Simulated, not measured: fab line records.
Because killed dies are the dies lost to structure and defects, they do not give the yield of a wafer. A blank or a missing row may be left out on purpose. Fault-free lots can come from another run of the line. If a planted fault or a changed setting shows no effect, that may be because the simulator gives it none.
Code-filled problem report in 8D (eight disciplines) form || flow n5-finfet || the parts of the form that need people (team, actions taken, sign-off) are left out

1. WHAT IS WRONG
At N5_BEOL_M11_CMP_52, barrier-field-endpoint-s averages 21.1 s over 3 wafers from 2 lots, while fault-free wafers read 29.0 s, standard deviation 0.64. Measured from the usual mean, that is -12 standard deviations.
The step: polishes, stops on SiCOH lowk, t overpolish 7 s, target thk 140 nm.
Seen first at day 13 06:16 on cmp-03, wafer L560.3. At this step, 32 wafers from 11 lots have a number in the record. Rule for "out" (also "out of limits"): further than 4 standard deviations from the usual mean. All remaining wafers that have a number are taken as sound.

2. WHAT IT IS, WHAT IT ISN'T
{"question": "which readings at this step", "is": "barrier-field-endpoint-s", "is not": "motor-current-A"}
{"question": "which lots", "is": "L560, L561", "is not": "L550, L551, L552, L562, L565, L566, L567, L571, L572"}
{"question": "which wafers of those lots", "is": "L560.3, L560.4, L561.2", "is not": "L560.5, L561.1, L561.5"}
{"question": "read on which tools", "is": "cmp-03, cmp-04", "is not": "cmp-01"}
{"question": "when", "is": "from day 13 06:16", "is not": "up to then (10 sound wafers); but 19 sound wafers of L561, L562, L565, L566, L567, L571, L572 came after"}

3. THE SUSPECTS, EACH WITH WHAT RULES IT OUT
Counting: a tool at a process step up to the reading stays a suspect if it ran every lot that is out. Sound lots after the first of them don't rule it out here, since some wafers of a struck lot are sound.
- pecvd-03 at N5_BEOL_M11_PECVD_70 (deposits SiO2 from TEOS/O2, target thk 20 nm, time 22.7 s): kept. Ran every lot that is out, first one L560 (day 12 22:40); last sound lot up to then L552 (day 10 17:09).
After counting, what remains is pecvd-03 at N5_BEOL_M11_PECVD_70.

4. THE CAUSE (what the simulator had put in)
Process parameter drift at N5_BEOL_M11_PECVD_70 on pecvd-03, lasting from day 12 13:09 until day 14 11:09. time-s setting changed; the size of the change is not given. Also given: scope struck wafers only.
Counting left only this tool.

5. SEQUENCE OF EFFECTS, ordered by route
One row per reading whose mean, taken over the struck wafers that have a number, lies over 3 standard deviations from the usual. Only readings whose record carries a usual standard deviation are examined. hours: median over the lots of the time between each lot's start at the first step of this table that gives one and its start at this step. sigmas: the change, counted in usual standard deviations.
{"hours": 0, "step": "N5_BEOL_M11_CMP_52", "reading": "barrier-field-endpoint-s", "usual": "29.0 s", "on struck wafers": 21.1, "change": -7.9, "sigmas": -12}
Process steps it contains:
- N5_BEOL_M11_CMP_52: polishes, stops on SiCOH lowk, t overpolish 7 s, target thk 140 nm.
Readings that are blank on the struck wafers while sound wafers have them: rf-fwd-power-W at N5_BEOL_M11_PECVD_70.
Later steps that measure or inspect, where all struck wafers having a row at the step show a number for every such reading and not one has moved that far: N5_BEOL_M11_INSPECT_58.

6. WHAT WOULD HAVE CAUGHT IT SOONER
In this record no reading fell out of limits until day 13 06:16, 17 hours after the fault had begun at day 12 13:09.
By day 13 06:16, every lot that is out (2) had started N5_BEOL_M11_PECVD_70 on pecvd-03. Holding the tool at that point would not have protected any of them.
